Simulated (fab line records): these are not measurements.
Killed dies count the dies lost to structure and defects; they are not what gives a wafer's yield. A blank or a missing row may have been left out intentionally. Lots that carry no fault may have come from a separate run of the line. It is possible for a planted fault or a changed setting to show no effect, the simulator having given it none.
A single fault, viewed from 3 desks | flow n5_finfet | only its own numbers are on each desk; what lay behind them is given at the end

== METROLOGY DESK ==
What the gauges read for every lot (on any tool): the sampled wafers with a number, averaged. Any lot whose mean is over 4 standard deviations away from the usual mean is out of limits and marked OUT; that distance is given in the brackets.
Columns: A = cd_nm at N5_BEOL_M15_CD_MEAS_28, usual 408.2 nm
lot  | first seen here | A
L320 | day 12 12:14    | 407.5
L323 | day 12 22:13    | 409.4
L321 | day 13 08:50    | 407.1
L327 | day 14 12:11    | 391.2 (-7.4) OUT
L326 | day 14 12:41    | 409.5
L328 | day 14 17:34    | 391.9 (-7.1) OUT
L334 | day 15 19:28    | 409.4
L332 | day 16 03:38    | 412.0
L337 | day 16 19:17    | 406.3
L340 | day 18 03:19    | 406.5
L341 | day 19 23:19    | 404.7
This desk's verdict: out of limits on L327, L328, starting with L327 at day 14 12:11 (cd_nm at N5_BEOL_M15_CD_MEAS_28). L320, L323, L321, L326, L334, L332, L337, L340, L341 stayed within limits.

== DESK OF THE TOOL OWNER: litho_track-03 ==
The tool's own readings at N5_BEOL_M15_PEB_26 (peb time 90 s): means of the sampled wafers that have a number, for each lot that ran on this tool. Any lot whose mean is over 4 standard deviations away from the usual mean is out of limits and marked OUT; that distance is given in the brackets.
Columns: A = heater_power_total_W at N5_BEOL_M15_PEB_26, usual 172.4 W; B = plate_temp_C at N5_BEOL_M15_PEB_26, usual 130.03 C
lot  | first seen here | A                | B
L320 | day 12 12:07    | 172.2            | 130.08
L321 | day 13 08:44    | 172.5            | 130.03
L327 | day 14 12:04    | 166.4 (-7.6) OUT | 126.67 (-28) OUT
L328 | day 14 17:27    | 166.6 (-7.3) OUT | 126.53 (-29) OUT
L341 | day 19 23:13    | 172.1            | 130.09
This desk's verdict: out of limits on L327, L328, starting with L327 at day 14 12:04 (heater_power_total_W at N5_BEOL_M15_PEB_26). L320, L321, L341 stayed within limits.

== THE DEFECT DESK ==
Counts from the inspections along the route, per lot, as means over the sampled wafers that have a number. Any lot whose mean is over 4 standard deviations away from the usual mean is out of limits and marked OUT; that distance is given in the brackets.
Columns: A = raw_defect_count at N5_BEOL_M14_INSPECT_55, usual 63; B = raw_defect_count at N5_BEOL_M15_INSPECT_12, usual 2.2
lot  | first seen here | A  | B
L320 | day 12 10:02    | 60 | 2.3
L323 | day 12 20:02    | 34 | 2.0
L321 | day 13 06:36    | 88 | 1.0
L327 | day 14 10:02    | 54 | 1.0
L326 | day 14 10:22    | 89 | 2.0
L328 | day 14 15:23    | 46 | 2.7
L334 | day 15 17:25    | 82 | 4.3
L332 | day 16 01:14    | 36 | 2.3
L337 | day 16 17:07    | 57 | 2.3
L340 | day 18 01:01    | 75 | 2.3
L341 | day 19 21:14    | 66 | 1.7
This desk's verdict: no lot among the 11 shows anything out of limits.

== ALL TOGETHER ==
The tool owner's desk had the chance to raise an alarm at day 14 12:04 on L327, L328.
An alarm was possible from the metrology desk at day 14 12:11, on L327, L328.
No out-of-limits result turned up at the defect desk.
The defect desk has L327, L328 on record, within its limits.
On litho_track-03, each named lot ran N5_BEOL_M15_PEB_26.

== WHAT THE SIMULATOR HAD INSERTED ==
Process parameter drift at N5_BEOL_M15_PEB_26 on litho_track-03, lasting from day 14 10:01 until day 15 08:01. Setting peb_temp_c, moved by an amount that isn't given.
Lots struck among those shown: L327, L328.
Hours from the fault's start to each desk's first reading out of limits: the tool owner's desk, 2; the metrology desk, 2.
